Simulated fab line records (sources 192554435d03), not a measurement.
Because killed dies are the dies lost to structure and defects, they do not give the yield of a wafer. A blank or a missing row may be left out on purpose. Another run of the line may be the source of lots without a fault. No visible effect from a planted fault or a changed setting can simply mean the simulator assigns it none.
Comparing a struck lot with a sound one ; flow n5_finfet ; 38 steps out of a route of 1938
Sound: these wafers, L121.1, L121.2, L121.5. Struck: wafer L132.4. (L132.5 of the same lot was not struck and is left out.) The cause comes at the end.
For every step that has rows: the tool of each side, followed by ch and its chambers, followed by its first start. Under that, the readings that differ: sound wafers ; struck wafers ; difference of the means ; sigmas: that difference in standard deviations of wafers without a fault.
alike: readings with means less than 2 such deviations apart, plus words and numbers identical on both sides. not compared: withheld readings, readings lacking a value on some wafer, bounds such as >300 that could conceal the same value, and numbers that have no deviation in the record and whose values overlap.
Wherever a step has rows on one side only, a row that says differs or no value, or a row with sigmas, the two part there. When numbers do not overlap yet have no deviation, they are printed without sigmas and do not part them. Lack of a reading on every wafer of one side parts them only where that side has two or more wafers.

first, 9 steps without rows for these wafers: N5_BEOL_M4_ANNEAL_95 (time 240 s); N5_BEOL_M4_SPUTTER_96 (material Cu, target thk 4.5 nm, time 8.29 s); N5_BEOL_M4_ECD_50 (material Cu, target thk 300 nm); N5_BEOL_M4_ANNEAL_51 (time 90 s); N5_BEOL_M4_CMP_52 (polishes, stops on SiOC, t overpolish 6.8 s, target thk 40 nm); N5_BEOL_M4_PRE_CLEAN_60 (time 15 s); N5_BEOL_M4_CO_CAP_55 (material Co, precursor CCTBA/H2, target thk 2 nm, time 102.1 s); N5_BEOL_M4_PRE_CLEAN_56 (time 15 s); N5_BEOL_M4_DEP_57 (deposits SiCN from 3MS/NH3, target thk 8 nm, time 14 s).
N5_BEOL_M4_RC_MEAS_101:
  sound on prober-02 ch 0, day 10 16:11; struck on prober-02 ch 0, day 13 22:25
  alike: DIBL_N, DIBL_P, IOFF_N, IOFF_P, ION_N, ION_P, SS_N, SS_P, VT_N, VT_P
then, 24 steps without rows for these wafers: N5_BEOL_M5_ILD_DEP_00 (deposits SiCOH lowk from DEMS/porogen, target thk 140.64 nm, time 25.9 s); N5_BEOL_M5_CURE_79 (cures SiCOH lowk, time 240 s); N5_BEOL_M5_PECVD_70 (deposits SiO2 from TEOS/O2, target thk 16 nm, time 18 s); N5_BEOL_M5_HM_DEP_02 (deposits TiN, target thk 20 nm); N5_BEOL_M5_COAT_59 (time 60 s, resist thk 60 nm); N5_BEOL_M5_COAT_60 (time 60 s, resist thk 12 nm); N5_BEOL_M5_COAT_71 (time 60 s, resist thk 5 nm); N5_BEOL_M5_COAT_05 (resist thk 30 nm); N5_BEOL_M5_EBR_07; N5_BEOL_M5_SOFTBAKE_06 (time 60 s); N5_BEOL_M5_EXPOSE_08 (exposes mask M5, target cd 28 nm); N5_BEOL_M5_PEB_09 (peb time 60 s); N5_BEOL_M5_DEVELOP_10 (develop time 30 s); N5_BEOL_M5_DESCUM_16 (chemistry O2, time 7 s); N5_BEOL_M5_ETCH_72 (etches underlayer in N2/H2, target depth 6.5 nm, time 5.2 s); N5_BEOL_M5_ETCH_61 (etches SiARC in CF4, target depth 15.6 nm, time 26 s); N5_BEOL_M5_ETCH_62 (etches SOC in N2/H2, target depth 75 nm, overetch 15 nm, time 112.5 s); N5_BEOL_M5_STRIP_63 (strips in N2/H2); N5_BEOL_M5_STRIP_73 (strips in N2/H2); N5_BEOL_M5_STRIP_64 (strips in CF4); N5_BEOL_M5_HM_OPEN_17 (chemistry Cl2/BCl3, target TiN, target depth 20 nm, overetch 6 nm); N5_BEOL_M5_STRIP_19 (strips in O2); N5_BEOL_M5_COAT_65 (time 60 s, resist thk 60 nm); N5_BEOL_M5_COAT_66 (time 60 s, resist thk 12 nm).
-- the record jumps here: 3 days lie between the struck wafers' starts before and after (it left off in module BEOL_M5 and takes up again in module BEOL_M10, whose first step shown is number 1530 of the route) --
N5_BEOL_M10_CMP_52: polishes, stops on SiCOH lowk, t overpolish 7 s, target thk 140 nm.
  sound on cmp-04 ch 0,2, day 12 23:28; struck on cmp-04 ch 1, day 16 12:17
reading;sound;struck;difference;sigmas
barrier_field_endpoint_s (s);30.1 29.4 29.2;47.0;+17.4;+26
overpolish_run_s (s);6.989 7.012 7.009;0.046;-6.957;-99 or more
time_to_endpoint_s (s);70.0 70.9 70.9;85.7;+15.1;+5
  alike: motor_current_A, slurry_flow_ml_min
N5_BEOL_M10_THK_MEAS_53: measures by xrf.
  sound on film_metro-01 at day 12 23:44; struck on film_metro-01 at day 16 12:35
reading;sound;struck;difference;sigmas
M10_THK (nm);137 142 137;262;+123;+35
N5_BEOL_M10_INSPECT_58: inspects for defects (darkfield).
  sound on defect_inspect-01 at day 12 23:53; struck on defect_inspect-01 at day 16 12:44
reading;sound;struck;difference;sigmas
raw_defect_count;51 45 74;2331;+2274;+99 or more
-- a jump in the record: the struck wafers' starts before and after are 2 days apart (it breaks off in module BEOL_M10 and resumes in module PASSIVATION, where the first step shown is number 1936 of the route) --
N5_PASSIVATION_PROBE_49:
  sound on prober-01 at day 15 09:28; struck on prober-01 at day 18 14:10
reading;sound;struck;difference;sigmas
defect_limited_yield (%);91.9 91.3 91.4;0;-92;-76
killed_at_M4_up;11 14 10;1093;+1081;+99 or more
killed_dies;95 103 102;1180;+1080;+72
killed_on_rim;18 9 15;152;+138;+38
sort_n_pass;1085 1077 1078;0;-1080;-72
sort_yield_pct (%);91.9 91.3 91.4;0;-92;-76
  alike: killed_at_M0_to_M3, killed_at_contacts, killed_at_front_end, killed_at_other, killed_open, killed_short, sort_bin_5_function, sort_bin_6_memory

## WHERE THEY PART
Last at N5_PASSIVATION_PROBE_49 as far as this record goes, first at N5_BEOL_M10_CMP_52.

WHY: the cause the simulator had injected
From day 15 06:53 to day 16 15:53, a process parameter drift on cmp-04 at N5_BEOL_M10_CMP_52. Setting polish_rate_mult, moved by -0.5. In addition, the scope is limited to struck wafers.
